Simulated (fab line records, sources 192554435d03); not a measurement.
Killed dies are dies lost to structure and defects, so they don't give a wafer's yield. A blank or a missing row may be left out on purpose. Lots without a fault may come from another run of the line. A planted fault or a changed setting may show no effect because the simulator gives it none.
Split-lot experiment | flow n5_finfet | 7 lots, 39 wafers read, on a route of 1938 steps

THE SPLIT
At N5_MIM_BOT_SPUTTER_00 (material TiN, target thk 35 nm, time 89.7 s), the setting time_s was moved away from the recipe's 89.7 s on 15 of the 39 wafers read, by -21.2% to +53.4%. The other wafers ran this setting at the recipe's value.

The reading is taken at the split's own step.

THE READING
TiN_of_MIM_BOT_SPUTTER_00.thk_nm (the simulator's own value, which no gauge read), in nm, at N5_MIM_BOT_SPUTTER_00 (material TiN, target thk 35 nm, time 89.7 s). The file gives no usual value for it. The 24 wafers here that ran the recipe average 35.2 nm, standard deviation 0.33 nm.

wafer  | tool, chamber at the split | time_s as run, s | against the recipe | TiN_of_MIM_BOT_SPUTTER_00.thk_nm, nm | against lot-mates on the recipe
L074.1 | pvd_sputter-03, -          | 89.7             | recipe             | 34.6                                 | -
L074.2 | pvd_sputter-03, -          | 89.7             | recipe             | 35.2                                 | -
L074.3 | pvd_sputter-03, -          | 107              | +19.3%             | 41.8                                 | +6.9
L074.4 | pvd_sputter-03, -          | 107              | +19.3%             | 41.4                                 | +6.5
L074.6 | pvd_sputter-03, -          | 107              | +19.3%             | 41.4                                 | +6.5
L074.5 | pvd_sputter-03, -          | 89.7             | recipe             | 34.8                                 | -
L076.1 | pvd_sputter-03, -          | 89.7             | recipe             | 34.8                                 | -
L076.2 | pvd_sputter-03, -          | 89.7             | recipe             | 35.4                                 | -
L076.3 | pvd_sputter-03, -          | 89.7             | recipe             | 35.6                                 | -
L076.6 | pvd_sputter-03, -          | 89.7             | recipe             | 35.6                                 | -
L076.4 | pvd_sputter-03, -          | 89.7             | recipe             | 35.2                                 | -
L076.5 | pvd_sputter-03, -          | 89.7             | recipe             | 35.2                                 | -
L079.1 | pvd_sputter-02, -          | 71.53            | -20.3%             | 27.6                                 | -7.9
L079.2 | pvd_sputter-02, -          | 89.7             | recipe             | 35.2                                 | -
L079.6 | pvd_sputter-02, -          | 89.7             | recipe             | 35.2                                 | -
L079.3 | pvd_sputter-02, -          | 71.53            | -20.3%             | 28.4                                 | -7.1
L079.4 | pvd_sputter-02, -          | 89.7             | recipe             | 36.2                                 | -
L079.5 | pvd_sputter-02, -          | 71.53            | -20.3%             | 29.6                                 | -5.9
L087.1 | pvd_sputter-03, -          | 89.7             | recipe             | 35.2                                 | -
L087.4 | pvd_sputter-03, -          | 89.7             | recipe             | 35.2                                 | -
L087.2 | pvd_sputter-03, -          | 137.6            | +53.4%             | 54.4                                 | +19.1
L087.3 | pvd_sputter-03, -          | 137.6            | +53.4%             | 54.2                                 | +18.9
L087.5 | pvd_sputter-03, -          | 89.7             | recipe             | 35.4                                 | -
L087.6 | pvd_sputter-03, -          | 137.6            | +53.4%             | 54                                   | +18.7
L091.3 | pvd_sputter-02, -          | 89.7             | recipe             | 35.4                                 | -
L091.4 | pvd_sputter-02, -          | 89.7             | recipe             | 35                                   | -
L091.5 | pvd_sputter-02, -          | 89.7             | recipe             | 34.6                                 | -
L090.1 | pvd_sputter-03, -          | 70.64            | -21.2%             | 27.2                                 | -7.9
L090.2 | pvd_sputter-03, -          | 70.64            | -21.2%             | 27                                   | -8.1
L090.3 | pvd_sputter-03, -          | 89.7             | recipe             | 35                                   | -
L090.4 | pvd_sputter-03, -          | 89.7             | recipe             | 35                                   | -
L090.5 | pvd_sputter-03, -          | 70.64            | -21.2%             | 27.4                                 | -7.7
L090.6 | pvd_sputter-03, -          | 89.7             | recipe             | 35.2                                 | -
L092.1 | pvd_sputter-01, -          | 89.7             | recipe             | 35                                   | -
L092.2 | pvd_sputter-01, -          | 108.6            | +21.1%             | 41.8                                 | +6.7
L092.3 | pvd_sputter-01, -          | 108.6            | +21.1%             | 42.2                                 | +7.1
L092.5 | pvd_sputter-01, -          | 108.6            | +21.1%             | 42.2                                 | +7.1
L092.4 | pvd_sputter-01, -          | 89.7             | recipe             | 35.2                                 | -
L092.6 | pvd_sputter-01, -          | 89.7             | recipe             | 35.2                                 | -

THE FIT
A straight line over all 39 wafers: TiN_of_MIM_BOT_SPUTTER_00.thk_nm changes by +0.351 nm for each +1% of time_s; r = +1.00; the points scatter about the line by 0.46 nm.
The same after taking each lot's own level away (the mean of its wafers on the recipe; 39 wafers): +0.353 nm for each +1%; r = +1.00; scatter 0.38 nm.
On that fit, the largest move of time_s shifts the reading by 19 nm.
The lots' own levels span 34.87 to 35.53 nm, that is 2.0 times the standard deviation above.
So the lot-to-lot level changes the slope little: the two slopes agree.
Check: with one of the wafers moved furthest among these (+53.4%) left out of the fit, the line predicts +18.7 nm for it against its lot-mates. It came out at +19.1 nm against them.

OTHER SPLITS ON THESE WAFERS
These wafers also went through other splits before the reading. Each is held against what the fit with the lots' levels taken away leaves over:
other split on the same wafers | wafers away from the commonest value | r with TiN_of_MIM_BOT_SPUTTER_00.thk_nm (lot level and that fit taken away)
N5_BEOL_M13_ETCH_59 time_s     | 12                                   | -0.24

THE FILE'S OWN FIT
TiN_of_MIM_BOT_SPUTTER_00.thk_nm changes by +0.352 nm for each +1% of time_s, r = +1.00.
